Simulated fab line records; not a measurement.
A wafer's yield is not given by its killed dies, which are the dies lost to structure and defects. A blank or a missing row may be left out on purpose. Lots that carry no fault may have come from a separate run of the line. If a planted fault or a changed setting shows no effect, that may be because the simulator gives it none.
fab line records	flow n5Finfet
[record] lots = 7	wafers = 18	lastDay = 19
route steps=1938 shown BEOL_M3@968 BEOL_M4@1111
lots that met no fault: taken from a fault-free run of the same line
startH: hours from the record's opening day to when the first of the lot's shown wafers began	waitH: hours since the lot's step before	" the same as in the row above	L1.1+2: a single row standing in for several wafers	- value missing, or start not given	* or withheld: withheld	< > ~ a bound
route shown NAME@n: NAME is a module with steps in the file, n the number in the route of the first one	usual: average and standard deviation across the fault-free wafers	same: alike in all rows	chamber/n: place in a boat	sites: each site's reading	_std_site: how widely they spread, as a standard deviation	_edge_site: mean of outer sites minus mean of inner sites	radiusMm: how far each site lies from the wafer's centre	mask NAME#n: copy n	behind: the tool/chamber that last shaped the wafer	hold: what put the lot on hold/how long, in hours/how the hold closed	device: whichever transistor did not switch (one of n, p or np)	end of line: at the end of the route, the tests of the same wafers	a step without rows: its recipe alone	killed: at the first sort, the dies lost to defects and structure; wafer yield is something else	map: per-die view of a wafer (x killed, . not killed, _ where there is no die)
set.NAME: setting as actually run; set.NAME@STEP: the setting as run at that earlier step	model.NAME: the simulator's own value behind a step, which no gauge read
lots at selected steps of the route; one table per step, one row per wafer
services: a tool's chamber out of use, with start hour (startH, from the record's first day; less than 0 if before it), hours out, and reason
[[steps]]
[step N5_BEOL_M3_INSPECT_30]
[recipe] mode = adi	inspectInstrument = brightfield
[usual] rawDefectCount = 411/85
lot.wafer	tool	chamber	startH	waitH	rawDefectCount
L850.2	defectInspect-01	-	213.21	0.0	231
L850.5	"	-	"	"	293
L850.6	"	-	"	"	276
L852.3	defectInspect-02	-	229.17	0.0	474
L852.4	"	-	"	"	473
L852.6	"	-	"	"	457
L858.1	defectInspect-02	-	253.10	0.1	487
L858.4	"	-	"	"	343
L858.5	"	-	"	"	352
L859.1	defectInspect-02	-	256.32	0.1	393
L859.2	"	-	"	"	368
L859.5	"	-	"	"	308
L863.2	defectInspect-01	-	281.53	0.0	494
L863.6	"	-	"	"	480
L869.1	defectInspect-02	-	307.82	0.1	482
L869.3	"	-	"	"	340
L868.2	defectInspect-01	-	311.58	0.0	391
L868.3	"	-	"	"	467
[step N5_BEOL_M3_DESCUM_33]
[recipe] chemistry = O2	timeS = 7	sourcePowerW = 50	biasPowerW = 20	pressureMtorr = 20	rfFrequencyHz = 2.712e+07	tempC = 40	resist = CAR-EUV	o2FlowSccm = 225
[usual] drypumpMotorCurrentA = 5.8/0.55	oesProductAu = 0.79/0.083	rfVppV = 243.3/1.3	showerheadPlenumPTorr = 2.10/0.067	throttleValvePct = 20.53/0.23
lot.wafer	tool	chamber	startH	waitH	drypumpMotorCurrentA	oesProductAu	rfHoursCounterH	rfVppV	showerheadPlenumPTorr	throttleValvePct
L850.2	rieDiel-01	0	213.27	0.1	6.6	0.79	99	241.3	2.03	20.83
L850.5	"	2	"	"	6.4	0.89	-	246.3	2.21	20.55
L850.6	"	3	"	"	6.0	0.94	-	243.5	2.05	20.52
L852.3	rieDiel-01	0	229.22	0.0	6.7	0.79	106	241.5	2.03	20.84
L852.4	"	1	"	"	6.2	0.75	156	244.0	2.10	20.49
L852.6	"	2	"	"	6.4	0.87	-	244.4	2.21	20.56
L858.1	rieDiel-06	2	253.13	0.0	6.4	0.76	169	242.6	2.00	20.49
L858.4	"	0	"	"	6.5	0.69	242	244.2	2.16	20.80
L858.5	"	3	"	"	5.2	0.80	-	244.0	2.13	20.78
L859.1	rieDiel-06	3	256.35	0.0	5.2	0.79	76	243.6	2.13	20.79
L859.2	"	1	"	"	5.2	0.98	3	244.9	2.15	20.26
L859.5	"	3	"	"	5.2	0.80	-	243.6	2.13	20.79
L863.2	rieDiel-03	1	281.57	0.0	6.1	0.72	180	242.4	2.00	20.11
L863.6	"	0	"	"	5.6	0.70	-	243.7	2.07	20.77
L869.1	rieDiel-06	2	307.86	0.0	6.4	0.74	186	242.0	1.99	20.54
L869.3	"	1	"	"	5.2	0.92	18	243.6	2.14	20.27
L868.2	rieDiel-03	0	311.61	0.0	5.6	0.70	229	243.6	2.07	20.75
L868.3	"	3	"	"	5.3	0.84	74	245.3	2.12	20.53
[step N5_BEOL_M3_ETCH_77]
[recipe] chemistry = N2/H2	target = underlayer	targetDepthA = 65	maskMaterial = CAR-EUV	timeS = 5.2	ionEnergyEv = 200	pressureMtorr = 30	sourceW = 840	biasW = 150	n2FlowSccm = 200	h2FlowSccm = 200	ends = cleared
[step N5_BEOL_M3_ETCH_69]
[recipe] chemistry = CF4	target = SiARC	targetDepthA = 156	maskMaterial = CAR-EUV	timeS = 26	ionEnergyEv = 80	pressureMtorr = 40	sourceW = 545	biasW = 36	Ar_flow_sccm = 100	cf4FlowSccm = 100	ends = cleared
[step N5_BEOL_M3_ALD_98]
[recipe] material = SiO2	targetThkA = 25	tempC = 100	aldPrecursorFamily = BDEAS	aldCoReactant = O2-plasma	pulseTimeS = 1	coReactantPulseTimeS = 1	purgeTimeS = 2	coReactantPurgeTimeS = 2	aldCycles = 17	pressureTorr = 2
[step N5_BEOL_M3_ETCHBACK_99]
[recipe] chemistry = CHF3	target = SiO2	targetDepthA = 50	timeS = 10.4	sourceW = 215	biasW = 47	Ar_flow_sccm = 200	CHF3_flow_sccm = 12	ionEnergyEv = 100	pressureMtorr = 30
[usual] drypumpMotorCurrentA = 5.9/0.55	oesProductAu = 0.78/0.071	rfVppV = 241.1/2.5	showerheadPlenumPTorr = 2.15/0.069	throttleValvePct = 17.18/0.2
lot.wafer	tool	chamber	startH	waitH	drypumpMotorCurrentA	oesProductAu	rfHoursCounterH	rfVppV	showerheadPlenumPTorr	throttleValvePct
L850.2	rieDiel-06	1	216.19	2.7	5.2	0.67	248	240.6	2.20	17.25
L850.5	"	1	"	"	5.2	0.67	-	239.6	2.20	17.22
L850.6	"	0	"	"	6.4	0.69	-	242.1	2.22	17.45
L852.3	rieDiel-06	0	229.92	0.5	6.4	0.70	233	242.0	2.22	17.45
L852.4	"	3	"	"	5.2	0.80	-	239.9	2.17	17.26
L852.6	"	0	"	"	6.4	0.69	-	242.6	2.22	17.46
L858.1	rieDiel-01	0	254.16	0.8	6.6	0.78	114	242.5	2.08	17.41
L858.4	"	1	"	"	6.2	0.74	-	240.6	2.14	17.05
L858.5	"	0	"	"	6.6	0.78	-	240.7	2.08	17.43
L859.1	rieDiel-06	2	286.69	29.7	6.4	0.74	177	237.8	2.07	17.22
L859.2	"	0	"	"	6.4	0.68	251	242.9	2.21	17.49
L859.5	"	3	"	"	5.2	0.78	-	240.8	2.17	17.29
L863.2	rieDiel-01	0	296.23	14.4	6.6	0.77	127	241.9	2.07	17.43
L863.6	"	0	"	"	6.6	0.77	-	241.8	2.07	17.44
L869.1	rieDiel-01	1	316.30	7.9	6.2	0.73	185	241.2	2.13	17.08
L869.3	"	3	"	"	6.0	0.87	47	239.0	2.09	17.13
L868.2	rieDiel-01	2	335.26	22.2	6.4	0.84	63	243.6	2.27	17.25
L868.3	"	1	"	"	6.3	0.72	191	241.2	2.13	17.10
[step N5_BEOL_M3_ETCH_70]
[recipe] chemistry = N2/H2	target = SOC	targetDepthA = 800	overetchA = 160	maskMaterial = SiARC	tempC = 40	timeS = 120	ionEnergyEv = 200	pressureMtorr = 30	sourceW = 840	biasW = 150	n2FlowSccm = 200	h2FlowSccm = 200
[usual] drypumpMotorCurrentA = 5.9/0.56	oesProductAu = 0.60/0.051	rfVppV = 523.9/2.5	showerheadPlenumPTorr = 2.54/0.083	throttleValvePct = 17.95/0.17
lot.wafer	tool	chamber	startH	waitH	drypumpMotorCurrentA	oesProductAu	rfHoursCounterH	rfVppV	showerheadPlenumPTorr	throttleValvePct
L850.2	rieDiel-06	1	216.23	0.0	5.2	0.52	248	525.9	2.60	18.01
L850.5	"	1	"	"	5.2	0.52	-	526.3	2.60	18.00
L850.6	"	0	"	"	6.4	0.53	-	527.8	2.62	18.21
L852.3	rieDiel-06	0	229.96	0.0	6.5	0.53	233	525.3	2.61	18.20
L852.4	"	3	"	"	5.2	0.62	-	525.9	2.58	18.11
L852.6	"	0	"	"	6.4	0.54	-	525.7	2.61	18.22
L858.1	rieDiel-01	0	254.20	0.0	6.6	0.59	114	522.0	2.45	18.13
L858.4	"	1	"	"	6.3	0.57	-	524.5	2.53	17.86
L858.5	"	0	"	"	6.6	0.60	-	522.3	2.45	18.13
L859.1	rieDiel-06	2	286.73	0.0	6.5	0.57	177	519.8	2.43	17.97
L859.2	"	0	"	"	6.5	0.52	251	526.1	2.60	18.25
L859.5	"	3	"	"	5.2	0.60	-	525.7	2.57	18.12
L863.2	rieDiel-01	0	296.26	0.0	6.7	0.59	127	522.0	2.45	18.16
L863.6	"	0	"	"	6.7	0.59	-	521.5	2.45	18.16
L869.1	rieDiel-01	1	316.34	0.0	6.3	0.56	185	523.9	2.53	17.89
L869.3	"	3	"	"	6.0	0.67	47	524.1	2.47	17.85
L868.2	rieDiel-01	2	335.30	0.0	6.4	0.64	63	527.5	2.69	18.12
L868.3	"	1	"	"	6.3	0.55	191	523.0	2.52	17.87
[step N5_BEOL_M3_STRIP_71]
[recipe] chemistry = N2/H2	tempC = 40	n2FlowSccm = 200	h2FlowSccm = 200	rfFrequencyHz = 6e+07
[step N5_BEOL_M3_STRIP_78]
[recipe] chemistry = N2/H2	tempC = 40	n2FlowSccm = 200	h2FlowSccm = 200	rfFrequencyHz = 6e+07
[step N5_BEOL_M3_VIA_ETCH_34]
[recipe] chemistry = C4F6/O2	targetDepthA = 694	maskMaterial = SOC	pressureMtorr = 15	ionEnergyEv = 250	taperDeg = 4	timeS = 65.9	sourceW = 350	biasW = 170	Ar_flow_sccm = 300	C4F6_flow_sccm = 10	O2_flow_sccm = 10
[step N5_BEOL_M3_STRIP_83]
[recipe] chemistry = C4F6/O2	resist = SiARC	rfFrequencyHz = 6e+07
[step N5_BEOL_M3_STRIP_36]
[recipe] chemistry = N2/H2	powerW = 450	tempC = 40	pressureMtorr = 20	rfFrequencyHz = 6e+07	overashFraction = 0.3	biasPowerW = 7	h2Frac = 0.5	n2FlowSccm = 200	h2FlowSccm = 200
[usual] drypumpMotorCurrentA = 5.9/0.56	oesProductAu = 0.78/0.072	rfVppV = 59.2/1.4	showerheadPlenumPTorr = 2.54/0.083	throttleValvePct = 23.82/0.19
[same] overashFraction = 0.3
lot.wafer	tool	chamber	startH	waitH	drypumpMotorCurrentA	oesProductAu	rfHoursCounterH	rfVppV	showerheadPlenumPTorr	throttleValvePct
L850.2	rieDiel-06	1	216.39	0.0	5.2	0.67	248	59.3	2.60	23.72
L850.5	"	1	"	"	5.2	0.67	-	58.1	2.60	23.70
L850.6	"	0	"	"	6.5	0.70	-	58.9	2.61	24.06
L852.3	rieDiel-06	0	230.12	0.0	6.5	0.69	233	62.0	2.61	24.05
L852.4	"	3	"	"	5.2	0.81	-	61.5	2.57	24.04
L852.6	"	0	"	"	6.4	0.69	-	60.4	2.61	24.06
L858.1	rieDiel-01	0	254.36	0.0	6.6	0.78	114	58.2	2.45	23.98
L858.4	"	1	"	"	6.3	0.73	-	58.3	2.53	23.70
L858.5	"	0	"	"	6.6	0.77	-	60.4	2.45	23.97
L859.1	rieDiel-06	2	286.89	0.0	6.4	0.74	178	58.2	2.42	23.86
L859.2	"	0	"	"	6.4	0.68	251	59.5	2.60	24.11
L859.5	"	3	"	"	5.2	0.79	-	55.5	2.57	24.11
L863.2	rieDiel-01	0	296.43	0.0	6.6	0.76	127	59.7	2.44	24.04
L863.6	"	0	"	"	6.6	0.77	-	58.1	2.44	24.00
L869.1	rieDiel-01	1	316.50	0.0	6.3	0.72	185	58.1	2.52	23.73
L869.3	"	3	"	"	6.0	0.87	47	58.7	2.47	23.67
L868.2	rieDiel-01	2	335.46	0.0	6.4	0.83	63	60.3	2.69	24.06
L868.3	"	1	"	"	6.3	0.73	191	57.3	2.52	23.73
[step N5_BEOL_M3_TRENCH_ETCH_37]
[recipe] chemistry = C4F6/O2	targetDepthA = 555.55	target = SiOC	timeS = 29.2	ionEnergyEv = 250	pressureMtorr = 30	sourceW = 355	biasW = 185	Ar_flow_sccm = 300	C4F6_flow_sccm = 10	O2_flow_sccm = 10
[usual] drypumpMotorCurrentA = 5.9/0.56	oesProductAu = 0.78/0.072	rfVppV = 667/6.6	showerheadPlenumPTorr = 2.85/0.087	throttleValvePct = 20.99/0.2
lot.wafer	tool	chamber	startH	waitH	drypumpMotorCurrentA	oesProductAu	rfHoursCounterH	rfVppV	showerheadPlenumPTorr	throttleValvePct	model.etch.depthNm	model.BEOL_M3.featureDepthNm	model.TiN_of_BEOL_M3_HM_DEP_02.thkNm
L850.2	rieDiel-06	1	216.43	-	5.2	0.67	248	665	2.90	20.98	54.68	54.6	17.8
L850.5	"	1	"	"	5.2	0.67	-	665	2.90	20.97	54.32	54.4	18
L850.6	"	0	"	"	6.4	0.70	-	670	2.93	21.20	55.09	55	18
L852.3	rieDiel-06	0	230.16	-	6.4	0.69	233	669	2.93	21.25	54.7	54.8	17.8
L852.4	"	3	"	"	5.2	0.80	-	668	2.87	21.08	54.87	54.8	17.6
L852.6	"	0	"	"	6.4	0.69	-	670	2.93	21.22	54.42	54.4	17.6
L858.1	rieDiel-01	0	254.40	-	6.6	0.78	114	669	2.75	21.26	55.29	55.2	17.8
L858.4	"	1	"	"	6.3	0.74	-	668	2.83	20.80	55.15	55.2	17.6
L858.5	"	0	"	"	6.6	0.77	-	667	2.75	21.22	55.28	55.2	17.6
L859.1	rieDiel-06	2	286.93	-	6.4	0.74	178	659	2.74	21.02	55.27	55.2	17.6
L859.2	"	0	"	"	6.5	0.69	251	670	2.92	21.26	55.76	55.8	17.4
L859.5	"	3	"	"	5.2	0.80	-	668	2.87	21.11	56.11	56.2	17.4
L863.2	rieDiel-01	0	296.47	-	6.6	0.68	127	668	2.75	21.24	45.37	45.4	18
L863.6	"	0	"	"	6.6	0.76	-	669	2.75	21.26	54.34	54.4	17.8
L869.1	rieDiel-01	1	316.54	-	6.3	0.65	185	668	2.82	20.83	45.76	45.8	18.2
L869.3	"	3	"	"	6.0	0.88	47	658	2.77	20.95	56.92	57	17.8
L868.2	rieDiel-01	2	335.50	-	6.4	0.75	63	673	2.99	21.06	47.18	47.2	17.8
L868.3	"	1	"	"	6.3	0.72	191	668	2.82	20.85	55.3	55.2	17.4
[step N5_BEOL_M3_ETCH_41]
[recipe] chemistry = CH3F/O2	target = SiCN	targetDepthA = 299	taperDeg = 2	timeS = 52.5	ionEnergyEv = 120	maskMaterial = TiN	pressureMtorr = 30	sourceW = 395	biasW = 75	Ar_flow_sccm = 150	CH3F_flow_sccm = 30	O2_flow_sccm = 20
[usual] drypumpMotorCurrentA = 5.9/0.56	oesProductAu = 0.78/0.072	rfVppV = 297.4/1.7	showerheadPlenumPTorr = 2.00/0.064	throttleValvePct = 16.44/0.18
lot.wafer	tool	chamber	startH	waitH	drypumpMotorCurrentA	oesProductAu	rfHoursCounterH	rfVppV	showerheadPlenumPTorr	throttleValvePct
L850.2	rieDiel-06	1	-	-	5.2	0.67	248	300.2	2.04	16.52
L850.5	"	1	"	"	5.2	0.66	-	298.5	2.04	16.51
L850.6	"	0	"	"	6.4	0.70	-	299.4	2.06	16.69
L852.3	rieDiel-06	0	-	-	6.5	0.70	233	298.7	2.06	16.70
L852.4	"	3	"	"	5.2	0.81	-	297.2	2.02	16.49
L852.6	"	0	"	"	6.4	0.70	-	297.1	2.06	16.70
L858.1	rieDiel-01	0	-	-	6.6	0.77	114	297.1	1.93	16.65
L858.4	"	1	"	"	6.3	0.74	-	296.6	1.99	16.33
L858.5	"	0	"	"	6.6	0.79	-	296.4	1.93	16.65
L859.1	rieDiel-06	2	-	-	6.4	0.74	178	296.1	1.92	16.45
L859.2	"	0	"	"	6.4	0.68	251	297.3	2.06	16.74
L859.5	"	3	"	"	5.2	0.79	-	298.2	2.02	16.53
L863.2	rieDiel-01	0	-	-	6.6	0.76	127	296.1	1.93	16.67
L863.6	"	0	"	"	6.6	0.76	-	295.9	1.93	16.69
L869.1	rieDiel-01	1	-	-	6.3	0.72	185	298.6	1.98	16.35
L869.3	"	3	"	"	6.0	0.88	47	296.8	1.95	16.37
L868.2	rieDiel-01	2	-	-	6.4	0.84	63	301.3	2.11	16.49
L868.3	"	1	"	"	6.3	0.71	191	298.4	1.98	16.37
[step N5_BEOL_M3_STRIP_97]
[recipe] chemistry = N2/H2	timeS = 10	powerW = 450	tempC = 40	pressureMtorr = 20	rfFrequencyHz = 6e+07	biasPowerW = 7	n2FlowSccm = 200	h2FlowSccm = 200
[step N5_BEOL_M3_OCD_MEAS_38]
[usual] trenchDepthNm = 55.5/0.8
lot.wafer	tool	chamber	startH	waitH	trenchDepthNm
L850.2	ocd-01	-	216.58	-	54.8
L850.5	"	-	"	"	54.9
L850.6	"	-	"	"	54.7
L852.3	ocd-02	-	230.32	-	54.5
L852.4	"	-	"	"	55.0
L852.6	"	-	"	"	54.7
L858.1	ocd-01	-	254.55	-	54.7
L858.4	"	-	"	"	54.9
L858.5	"	-	"	"	55.0
L859.1	ocd-02	-	287.09	-	55.0
L859.2	"	-	"	"	55.4
L859.5	"	-	"	"	55.9
L863.2	ocd-02	-	296.62	-	45.5
L863.6	"	-	"	"	54.5
L869.1	ocd-01	-	316.69	-	45.6
L869.3	"	-	"	"	56.7
L868.2	ocd-01	-	335.65	-	46.8
L868.3	"	-	"	"	55.5
[step N5_BEOL_M3_HM_STRIP_39]
[recipe] chemistry = peroxideTinStrip	material = TiN	targetDepthA = 250	tempC = 50	timeS = 158
[step N5_BEOL_M4_RC_MEAS_101]
[usual] DIBL_N = 36.0/1.3	DIBL_P = 36.2/1.7	IOFF_N = 0.155/0.024	IOFF_P = 0.21/0.034	ION_N = 674/9	ION_P = 463/7.1	SS_N = 71.4/0.5	SS_P = 73.4/0.57	VT_N = 250.0/2.8	VT_P = -251/3.2
lot.wafer	tool	chamber	startH	waitH	DIBL_N[mV/V]	DIBL_P[mV/V]	IOFF_N[nA/um]	IOFF_P[nA/um]	ION_N[uA/um]	ION_P[uA/um]	SS_N[mV/dec]	SS_P[mV/dec]	VT_N[mV]	VT_P[mV]
L850.2	prober-01	0	258.69	0.2	35.1	36.7	0.147	0.21	679	468	71.7	73.2	252.9	-251
L850.5	"	0	"	"	35.3	36.2	0.147	0.21	676	464	71.3	73.6	249.4	-251
L850.6	"	0	"	"	37.6	39.5	0.193	0.27	686	476	71.2	74.4	248.3	-246
L852.3	prober-02	0	266.12	0.3	36.2	36.6	0.155	0.21	678	466	71.7	74.1	250.0	-248
L852.4	"	0	"	"	34.7	34.7	0.128	0.18	679	466	71.3	73.0	250.6	-251
L852.6	"	0	"	"	36.4	36.1	0.148	0.20	679	470	72.3	73.0	248.2	-250
L858.1	prober-01	0	295.73	0.0	35.1	35.8	0.161	0.21	676	462	72.1	73.3	249.1	-250
L858.4	"	0	"	"	35.6	36.7	0.174	0.23	679	464	71.7	74.4	246.4	-246
L858.5	"	0	"	"	34.1	34.7	0.149	0.19	674	460	71.1	72.4	247.5	-249
L859.1	prober-01	0	314.91	0.0	37.1	38.4	0.193	0.27	678	475	71.6	73.7	247.1	-246
L859.2	"	0	"	"	35.7	36.5	0.167	0.25	684	475	71.8	73.3	246.7	-246
L859.5	"	0	"	"	35.7	36.7	0.166	0.24	673	468	71.3	73.4	247.9	-245
L863.2	prober-01	0	322.36	0.2	33.4	35.8	0.125	0.17	667	459	71.7	73.2	251.8	-253
L863.6	"	0	"	"	35.4	38.5	0.154	0.21	692	468	71.7	73.6	251.9	-250
L869.1	prober-01	0	347.71	0.0	35.7	34.9	0.135	0.20	676	464	70.9	73.0	251.9	-251
L869.3	"	0	"	"	35.3	35.0	0.135	0.21	675	470	70.8	72.2	251.2	-252
L868.2	prober-01	0	358.65	0.2	34.1	33.9	0.122	0.16	663	453	71.8	72.9	256.2	-257
L868.3	"	0	"	"	33.5	33.6	0.124	0.16	658	453	71.5	72.0	253.6	-256
[[services]]
tool	chamber	startH	hours	kind
rieDiel-06	0	198.08	6.2	repair
rieDiel-06	1	221.29	-	clean
rieDiel-06	1	221.29	-	consumableReplace:esc
rieDiel-06	1	221.29	-	consumableReplace:focusRing
rieDiel-06	1	221.29	25.2	scheduledDown
rieDiel-06	1	221.29	25.2	ventCycle
rieDiel-01	2	247.05	9.9	repair
rieDiel-06	3	281.08	5.0	repair
rieDiel-06	1	284.55	4.9	repair
rieDiel-06	0	289.47	-	clean
rieDiel-06	0	289.47	-	consumableReplace:focusRing
rieDiel-06	0	289.47	12.7	scheduledDown
rieDiel-06	0	289.47	12.7	ventCycle
rieDiel-03	-	293.56	16.0	repair
[[key]]
[firstSign] step = N5_BEOL_M3_OCD_MEAS_38	reading = trenchDepthNm	direction = down	sigmas = 12	usual = 55.5	struck = 46.0
effect none on later readings
[modelEffect] step = N5_BEOL_M3_TRENCH_ETCH_37	value = etch.depthNm	without = 55.3	struck = 46.11
metAt N5_BEOL_M3_TRENCH_ETCH_37
struckWafers L863.2,L868.2,L869.1
onsetBetween 254.40 296.47
[fault] kind = processParameterDrift	tool = rieDiel-01	chamber = -	onsetH = 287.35	steps = N5_BEOL_M3_TRENCH_ETCH_37	channel = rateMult	offset = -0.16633	shape = step	endH = 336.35	scope = struckWafersOnly
